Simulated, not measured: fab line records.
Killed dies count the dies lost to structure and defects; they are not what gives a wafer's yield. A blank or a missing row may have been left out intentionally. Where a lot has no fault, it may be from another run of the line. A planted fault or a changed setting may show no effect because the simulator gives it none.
A lot that was struck, set against a sound lot | flow n5Finfet | 15 steps out of a route of 1938
Sound: the wafers L720.2, L720.3, L720.6. Struck: wafer L716.2; the same lot's L716.4 was not struck, so it is left out; see the end for the cause.
Order at every step that has rows: each side's tool, ch and its chambers, its first start. Under that, the readings that differ: sound wafers | struck wafers | difference of the means | sigmas: that difference in standard deviations of wafers without a fault.
alike: readings with means less than 2 such deviations apart, plus words and numbers identical on both sides. not compared: withheld readings, readings lacking a value on some wafer, bounds such as >300 that could conceal the same value, and numbers that have no deviation in the record and whose values overlap.
A row with sigmas, a row that says differs or no value, or rows on one side alone: a step with any of these is where the two part. When numbers do not overlap yet have no deviation, they are printed without sigmas and do not part them. A reading missing from all wafers of one side parts the sides only when that side holds two or more wafers.

first, 2 steps without rows for these wafers: N5_PASSIVATION_DEVELOP_29 (develop time 60 s); N5_PASSIVATION_HARDBAKE_31 (time 120 s).
N5_PASSIVATION_CD_MEAS_30: target cd 4000 nm.
  sound on cdSem-03 ch 0, day 16 20:13; struck on cdSem-02 ch 0, day 16 10:41
  alike: cdNm
N5_PASSIVATION_OVL_MEAS_63:
  sound on overlay-02 ch 0, day 16 20:15; struck on overlay-01 ch 0, day 16 10:43
  alike: PAD_OVL
N5_PASSIVATION_INSPECT_64: inspects for defects (macro).
  struck on defectInspect-02, day 16 10:45; sound on defectInspect-02, day 16 20:16
  alike: rawDefectCount
N5_PASSIVATION_DESCUM_32: chemistry O2, time 7.9 s.
  sound on rieDiel-06 ch 1,2, day 16 20:23; struck on rieDiel-02 ch 3, day 16 10:59
  alike: biasPowerW, drypumpMotorCurrentA, oesProductAu, rfVppV, showerheadPlenumPTorr, throttleValvePct
  not compared: rfHoursCounterH
N5_PASSIVATION_AL_ETCH_33: etches Al in Cl2/BCl3, stops on TaN, target depth 2800 nm, time 466.7 s.
  sound on rieMetal-01 ch 0,1, day 16 20:28; struck on rieMetal-01 ch 1, day 16 11:04
  alike: drypumpMotorCurrentA, oesProductAu, throttleValvePct
  not compared: rfHoursCounterH
N5_PASSIVATION_ETCH_59: etches TaN in Cl2/BCl3, target depth 65 nm, time 34.9 s.
  sound on rieMetal-01 ch 0,1, day 16 20:52; struck on rieMetal-01 ch 1, day 16 11:28
  alike: drypumpMotorCurrentA, oesProductAu, throttleValvePct
  not compared: rfHoursCounterH
N5_PASSIVATION_STRIP_34: strips in O2.
  sound on rieDiel-06 ch 1,2,3, day 16 21:00; struck on rieDiel-06 ch 2, day 16 11:36
  alike: drypumpMotorCurrentA, oesProductAu, rfVppV, showerheadPlenumPTorr, throttleValvePct
  not compared: rfHoursCounterH
then, 3 steps without rows for these wafers: N5_PASSIVATION_STRIP_51 (strips in post etch residue remover, time 1200 s); N5_PASSIVATION_CLEAN_69 (cleans in IPA, time 180 s); N5_PASSIVATION_SRD_70 (time 30 s).
N5_PASSIVATION_PECVD_53: deposits SiO2 from TEOS/O2, target thk 800 nm, time 169.4 s.
  sound on pecvd-03 ch 0,1,2, day 16 21:30; struck on pecvd-01 ch 2, day 16 12:06
reading                                       | sound             | struck | difference | sigmas
runLengthS (s)                                | 196.4 198.1 198.5 | 149.3  | -48.4      | -79
model.SiO2_of_PASSIVATION_PECVD_53.thkNm (nm) | 791 793.4 808.8   | 563.8  | -233.9     | 
N5_PASSIVATION_PECVD_35: deposits SiNx from SiH4/NH3/N2, target thk 700 nm, time 151.3 s.
  sound on pecvd-03 ch 0,1,2, day 16 21:37; struck on pecvd-01 ch 2, day 16 12:16
  alike: heaterPowerW, runLengthS, showerheadPlenumPTorr, throttleValvePct
N5_PASSIVATION_PROBE_49:
  sound wafers here have rows in the record (prober-02, day 17 01:21); struck ones have none

## WHERE THEY PART
First at N5_PASSIVATION_PECVD_53; last, within this record, at N5_PASSIVATION_PROBE_49.

WHY: what the simulator had put in
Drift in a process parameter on pecvd-01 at N5_PASSIVATION_PECVD_53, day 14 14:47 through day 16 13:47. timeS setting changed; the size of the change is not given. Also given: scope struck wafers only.
